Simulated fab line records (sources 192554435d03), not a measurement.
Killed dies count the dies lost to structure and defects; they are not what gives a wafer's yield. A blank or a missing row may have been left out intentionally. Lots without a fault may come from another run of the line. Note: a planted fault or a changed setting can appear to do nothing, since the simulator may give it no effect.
fab line records | flow n5-finfet
[record] lots = 4 wafers = 12 last-day = 17
route steps=1938 shown BEOL_M6@1248 BEOL_M7@1263 PASSIVATION@1936
lots untouched by any fault: they come from a run of this same line in which no faults occurred
start-h: the number of hours between the record's first day and the start of the first shown wafer of the lot | wait-h: hours elapsed since this lot's preceding step | " same as the row above | L1.1+2: one row covering several wafers at once | - no value, or no start was given | * or withheld: withheld | < > ~ a bound
route shown NAME@n: names a module that has steps shown in the file, with the first one's number in the route | usual: mean and standard deviation over wafers with no fault | same: alike in all rows | chamber/n: place in a boat | sites: readings site by site | _std_site: the values' standard deviation | _edge_site: outer sites' mean less inner sites' | radius-mm: how far each site lies from the wafer's centre | mask NAME#n: copy n | behind: the most recent tool/chamber to have shaped the wafer | hold: why the lot was held/for how many hours/how that ended | device: names the non-switching transistor (n, p or np) | end of line: the tests these same wafers got at the end of their route | where a step has no rows: the recipe by itself | killed: dies lost to structure and defects at the first sort, not the wafer's yield | map: the dies of a wafer, with x for killed, . for not killed, _ for no die there
set.NAME: the setting the step ran with; set.NAME@STEP: the setting that earlier step ran with | model.NAME: the simulator's own value behind a step, which no gauge read
lots at some steps of the route; a table a step, a row a wafer
services: a tool's chamber out of use, with start hour (start-h, from the record's first day; less than 0 if before it), hours out, and reason
[[steps]]
[step N5_BEOL_M6_CURE_75]
[recipe] temp-c = 370 time-s = 120 ambient = DMADMS/He material = SiCOH_lowk
[step N5_BEOL_M6_DEGAS_44]
[recipe] ambient = vacuum temp-c = 250 time-s = 60
[step N5_BEOL_M6_PRE_CLEAN_45]
[recipe] gas = H2/He time-s = 30 temp-c = 250
[step N5_BEOL_M6_ALD_77]
[recipe] material = TaN target-thk-a = 20 temp-c = 275 ald-precursor-family = PDMAT ald-co-reactant = NH3 pressure-torr = 3 carrier-flow-sccm = 1500 pulse-time-s = 2 purge-time-s = 3 co-reactant-purge-time-s = 2 co-reactant-pulse-time-s = 3 ald-cycles = 40 precursor-vessel-temp-c = 75 precursor-vessel-pressure-torr = 26.25 precursor-vessel-carrier-sccm = 1000
[step N5_BEOL_M6_SURFACE_TREAT_79]
[recipe] gas = Ar time-s = * ion-energy-ev = * ion-current-ma-cm2 = 0.5 pressure-mtorr = * ar-flow-sccm = 30
[step N5_BEOL_M6_CVD_78]
[recipe] material = Co target-thk-a = 20 temp-c = withheld precursor = CCTBA/H2 pressure-torr = 30 time-s = 142.3
[step N5_BEOL_M6_SPUTTER_48]
[recipe] material = Cu target-thk-a = 100 temp-c = -20 bias-v = 60 power-w = 26000 chamber-pressure-pa = 0.13 time-s = 1.667
[step N5_BEOL_M6_ECD_50]
[recipe] material = Cu target-thk-a = 3000
[step N5_BEOL_M6_ANNEAL_51]
[recipe] temp-c = 225 time-s = 90 ambient = N2
[step N5_BEOL_M6_CMP_52]
[recipe] stop-on = SiCOH_lowk t-overpolish-s = 6.9 down-force-psi = 1 platen-rpm = 50 clearing-platen-down-force-psi = 1.5 clearing-platen-rpm = 50 post-cmp-clean = cu-alkaline target-thk-nm = 80 clearing-platen-pad-velocity-m-s = 0.99484 pad-velocity-m-s = 0.99484
[step N5_BEOL_M6_PRE_CLEAN_55]
[recipe] gas = NH3 time-s = 15 temp-c = withheld rf-power-w = 300
[step N5_BEOL_M6_DEP_56]
[recipe] material = SiCN target-thk-a = 100 temp-c = withheld precursor = 3MS/NH3 pressure-torr = 3 rf-w = 202 time-s = 17.5
[usual] chamber-pressure-Torr = 2.999/0.007 showerhead-plenum-p-Torr = 3.669/0.011 throttle-valve-pct = 8.9/0.54
[same] time-s = 17.5
// columns lot.wafer tool chamber start-h wait-h chamber-pressure-Torr showerhead-plenum-p-Torr throttle-valve-pct
L523.2 pecvd-02 1 268.08 0.0 2.998 3.661 9.5
L523.3 " 2 " " 2.980 3.667 8.2
L523.4 " 0 " " 3.006 3.682 9.2
L525.2 pecvd-02 0 269.16 0.0 3.005 3.685 9.1
L525.5 " 0 " " 2.999 3.678 9.0
L525.6 " 2 " " 3.002 3.669 8.2
L533.4 pecvd-03 2 331.36 0.0 3.005 3.661 7.9
L533.5 " 1 " " 2.995 3.660 9.5
L533.6 " 0 " " 3.016 3.679 8.8
L531.1 pecvd-02 1 333.14 0.0 2.995 3.664 9.5
L531.2 " 0 " " 3.007 3.684 9.0
L531.4 " 1 " " 2.995 3.672 9.6
[step N5_BEOL_M6_INSPECT_58]
[recipe] inspect-instrument = darkfield mode = post-dep
[usual] raw-defect-count = 71/23
// columns lot.wafer tool chamber start-h wait-h raw-defect-count
L523.2 defect-inspect-02 - 268.17 0.0 1048
L523.3 " - " " 1209
L523.4 " - " " 1156
L525.2 defect-inspect-02 - 269.25 0.0 1141
L525.5 " - " " 1153
L525.6 " - " " 1103
L533.4 defect-inspect-02 - 331.44 0.0 95
L533.5 " - " " 61
L533.6 " - " " 52
L531.1 defect-inspect-01 - 333.23 0.0 87
L531.2 " - " " 73
L531.4 " - " " 99
[step N5_BEOL_M7_ILD_DEP_00]
[recipe] material = SiCOH_lowk target-thk-a = 1797.5 temp-c = 300 precursor = DEMS/porogen pressure-torr = 5 rf-w = 500 time-s = 33.4
[step N5_BEOL_M7_CURE_74]
[recipe] temp-c = 385 time-s = 240 ambient = He/Ar material = SiCOH_lowk
[step N5_BEOL_M7_PECVD_70]
[recipe] material = SiO2 target-thk-a = 200 temp-c = 400 precursor = TEOS/O2 pressure-torr = 5.5 rf-w = 450 teos-flow-sccm = 53.8 gas = O2 flow-sccm = 3000 time-s = 22.7
[step N5_BEOL_M7_HM_DEP_02]
[recipe] material = TiN target-thk-a = 200 temp-c = 25 chamber-pressure-pa = 0.49996
[step N5_BEOL_M7_COAT_59]
[recipe] resist = SOC temp-c = 250 time-s = 60 spin-rpm = 1500 resist-thk-nm = 100
[step N5_BEOL_M7_COAT_60]
[recipe] resist = SiARC temp-c = 220 time-s = 60 spin-rpm = 1500 resist-thk-nm = 35
[step N5_BEOL_M7_COAT_05]
[recipe] resist = CAR-ArF spin-rpm = 1500 resist-thk-nm = 90
[step N5_BEOL_M7_EBR_07]
[recipe] solvent = PGMEA ebr-width-mm = 1.5
[step N5_BEOL_M7_SOFTBAKE_06]
[recipe] temp-c = 110 time-s = 60 resist = CAR-ArF
[step N5_BEOL_M7_EXPOSE_08]
[recipe] mask-id = M7 na = 1.35 source-shape = dipole sigma-inner = 0.817 sigma-outer = 0.97 polarization = te dose-mj = 68.25
[step N5_BEOL_M7_PEB_09]
[recipe] peb-temp-c = withheld peb-time-s = 60 resist = CAR-ArF
[step N5_BEOL_M7_DEVELOP_10]
[recipe] develop-time-s = 30 developer = TMAH resist = CAR-ArF rinse-liquid = diw dry = air-spin dev-temp-c = 23
[step N5_BEOL_M7_INSPECT_13]
[recipe] mode = adi inspect-instrument = brightfield
[usual] raw-defect-count = 421/110
// columns lot.wafer tool chamber start-h wait-h raw-defect-count
L523.2 defect-inspect-02 - 271.94 0.0 1220
L523.3 " - " " 1511
L523.4 " - " " 1419
L525.2 defect-inspect-02 - 272.04 0.0 1531
L525.5 " - " " 1404
L525.6 " - " " 1453
L533.4 defect-inspect-01 - 333.85 0.0 617
L533.5 " - " " 342
L533.6 " - " " 438
L531.1 defect-inspect-02 - 335.21 0.0 393
L531.2 " - " " 509
L531.4 " - " " 437
[step N5_BEOL_M7_DESCUM_16]
[recipe] chemistry = O2 time-s = 7.9 source-power-w = 50 bias-power-w = 20 pressure-mtorr = 20 rf-frequency-hz = 2.712e+07 temp-c = 40 resist = CAR-ArF o2-flow-sccm = 225
[step N5_PASSIVATION_PROBE_49]
[usual] defect-limited-yield = 91.1/1.4 killed_at_M0_to_M3 = 34/11 killed_at_M4_up = 14/5.7 killed-at-contacts = 14/6.9 killed-at-front-end = 40/11 killed-at-other = 4/3.1 killed-dies = 105/17 killed-open = 70/13 killed-short = 34/7.6 sort_bin_5_function = 5.3/0.95 sort_bin_6_memory = 3.3/0.64 sort-n-pass = 1075/17 sort-yield-pct = 91.1/1.4
[same] gross-dies = 1180 killed-at-back-side = 0 sort_bin_4_leakage[%] = 0 sort_bin_8_speed[%] = 0
// columns lot.wafer tool chamber start-h wait-h defect-limited-yield[%] killed_at_M0_to_M3 killed_at_M4_up killed-at-contacts killed-at-front-end killed-at-other killed-dies killed-open killed-short sort_bin_5_function[%] sort_bin_6_memory[%] sort-n-pass sort-yield-pct[%]
L523.2 prober-01 - 348.45 0.3 81.4 24 153 8 33 1 219 55 28 11.5 3.6 961 81.4
L523.3 prober-01 - 348.50 0.3 79.2 29 161 9 43 3 245 67 29 13.3 3.4 935 79.2
L523.4 prober-01 - 348.55 0.4 80.1 32 161 18 24 0 235 61 23 11.4 5.1 945 80.1
L525.2 prober-01 - 358.88 0.1 78.1 33 179 10 36 1 259 75 27 12.2 5.6 921 78.1
L525.5 prober-01 - 359.03 0.2 81.1 26 174 3 19 1 223 50 13 12.6 2.9 957 81.1
L525.6 prober-01 - 359.08 0.3 80.8 19 157 9 40 1 226 55 27 11.2 4.7 954 80.8
// killed by level:class
L523.2 BEOL_M6:unspecified=136 STI_FIN_REVEAL:geometric-particle:open=10 BEOL_M0_SAQP:geometric-particle:short=8 MOL_CONTACT_COAG:geometric-particle:open=7 BEOL_M4:geometric-particle:open=6 BEOL_M3:geometric-particle:open=4 FIN_SAQP:geometric-particle:short=3 DUMMY_GATE:geometric-particle:short=3
L523.3 BEOL_M6:unspecified=149 STI_FIN_REVEAL:geometric-particle:open=21 BEOL_M0_SAQP:geometric-particle:short=9 MOL_CONTACT_COAG:geometric-particle:open=6 BEOL_M0_SAQP:geometric-particle:open=6 BEOL_M1:geometric-particle:open=4 BEOL_M2:geometric-particle:open=4 BEOL_M5:geometric-particle:open=4
L523.4 BEOL_M6:unspecified=150 MOL_CONTACT_COAG:geometric-particle:open=13 BEOL_M0_SAQP:geometric-particle:open=8 STARTING-WAFER:geometric-particle:short=6 STI_FIN_REVEAL:geometric-particle:open=5 BEOL_M2:geometric-particle:open=5 MOL_CONTACT_COAG:geometric-particle:short=5 BEOL_M0_SAQP:geometric-particle:short=5
L525.2 BEOL_M6:unspecified=154 BEOL_M4:geometric-particle:open=13 FIN_SAQP:geometric-particle:open=12 FIN_SAQP:geometric-particle:short=10 MOL_CONTACT_COAG:geometric-particle:open=10 BEOL_M3:geometric-particle:open=9 BEOL_M2:geometric-particle:open=7 BEOL_M0_SAQP:geometric-particle:short=4
L525.5 BEOL_M6:unspecified=160 BEOL_M4:geometric-particle:open=11 BEOL_M1:geometric-particle:open=9 BEOL_M2:geometric-particle:open=6 STI_FIN_REVEAL:geometric-particle:open=5 BEOL_M3:geometric-particle:open=4 MOL_CONTACT_COAG:geometric-particle:open=3 BEOL_M0_SAQP:geometric-particle:open=3
L525.6 BEOL_M6:unspecified=144 BEOL_M2:geometric-particle:open=10 BEOL_M4:geometric-particle:open=10 MOL_CONTACT_COAG:geometric-particle:open=7 FIN_SAQP:geometric-particle:open=7 FIN_SAQP:geometric-particle:short=7 GATE_CUT:geometric-particle:short=6 STI_FIN_REVEAL:geometric-particle:open=5
// map L523.3 (x killed, . not)
_________________...x........________________
______________.................._____________
___________......x.................__________
__________...........x....x........._________
________.......x..x..x.x.............._______
_______........x.xxx.xxxx..............______
______.......xxxxxxxxxxx.x.............._____
_____.....x..xxxxxxxxxxx.xx.x.....x......____
____......x.xxxxxxxxxxxxx.xx....x.......x.___
___........xxxxxxxxxxxxxxxxx...x...........__
___......xxxxxxxxxxxxxxxx...........x.....x__
__.........xxxxxxxxxxxxxx.x......x..x...x..._
__.......x..xxxxxxxxxxxxxxxx..........x....._
_....x....xxxxxxxxxxxxxxxx...x...............
_..........x.xxxxxxxxxxx.xx........x....x....
_.x..........xxxxxxx.x.xx....................
_............x....xxx.........x...x...x..x...
_...............xxx.x...............x........
_..........x...x..........x........x.........
_............................................
_..........x.x.................x......x......
__...x.......xx......xx....................._
__.......x......x.........x..........x......_
___.....x.xx.........x.......xx......xx....__
___x.....x.................................__
____......x..............x..xx..x........x___
_____x...x....xxx......................x.____
______................x......x.....x..x._____
_______........x.......x...............______
________...x...x.x..............x....._______
__________...x....x...........x....._________
___________........................__________
______________............x....._____________
_________________............________________
// map L525.2 (x killed, . not)
_________________.......x..x.________________
______________.x................_____________
___________...........x.x.......x..__________
__________...x.....xxx.x........x..._________
________...x.......xxxx.xxx..........._______
_______.........x.xxxx.xxx..xxx........______
______......x..xxxxxxxxxxxxx......x....._____
_____..x......x.xxxxxxxxxxxxxx....xx.....____
____..x.......xxxxxxxxxxxxxxxx.x...x......___
___..........x.xxxxxxxxxxxxxxx.............__
___..........x.xxxxxxxxxxxxxx...x..........__
__.....xx...x.xx.xxxxxxxxxxxxx.x............_
__x..........x.xxxxxxxxxxxxx.......xx.....xx_
_.............x.x.xxxxxxxxxx...........x.....
_................xxxxxxxxxx..................
_....x..........xx.x.xxxxx..x....x..xx.......
_.................xxxx.xx.................x..
_...x........x......................x...x....
_x..x..x..........x...x.............x.......x
_........x.x..........x..........x........x..
_.........x..........x.......................
__....................x..............x......_
__...x....x............xx..........x........_
___..x..........x............x.............__
___....xx.....x...x..x.......x.......x.x...__
____x.......x...........x.................___
_____......x..x..............x..x..x..x..____
______.x...x.........x.................._____
_______.x.........x........x...xx......______
________........xx.....x..x....x....xx_______
__________.x........................_________
___________........................__________
______________.........x.......x_____________
_________________............________________
[[services]]
// columns tool chamber start-h hours kind
pecvd-02 2 257.54 8.1 repair
pecvd-02 - 258.78 6.9 repair
pecvd-02 - 276.17 1.1 repair
pecvd-03 2 276.37 5.0 scheduled-down
pecvd-03 - 307.04 2.8 pm
pecvd-02 - 308.00 1.4 repair
pecvd-03 1 325.94 2.1 scheduled-down
[[key]]
[first-sign] step = N5_BEOL_M6_INSPECT_58 reading = raw-defect-count direction = up sigmas = 46 usual = 71 struck = 1135
[effect] step = N5_BEOL_M7_INSPECT_13 reading = raw-defect-count direction = up sigmas = 9.3 usual = 421 struck = 1423
[effect] step = N5_PASSIVATION_PROBE_49 reading = killed_at_M4_up direction = up sigmas = 27 usual = 14 struck = 164
[more-kills-born-at] N5_BEOL_M6_DEP_56@pecvd-02 = 893
met-at N5_BEOL_M6_DEP_56
struck-wafers L523.2,L523.3,L523.4,L525.2,L525.5,L525.6
[fault] kind = chamber-particle-source tool = pecvd-02 chamber = - onset-h = 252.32 steps = N5_BEOL_M6_DEP_56 rate-per-visit-cm2 = 1.6783 end-h = 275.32
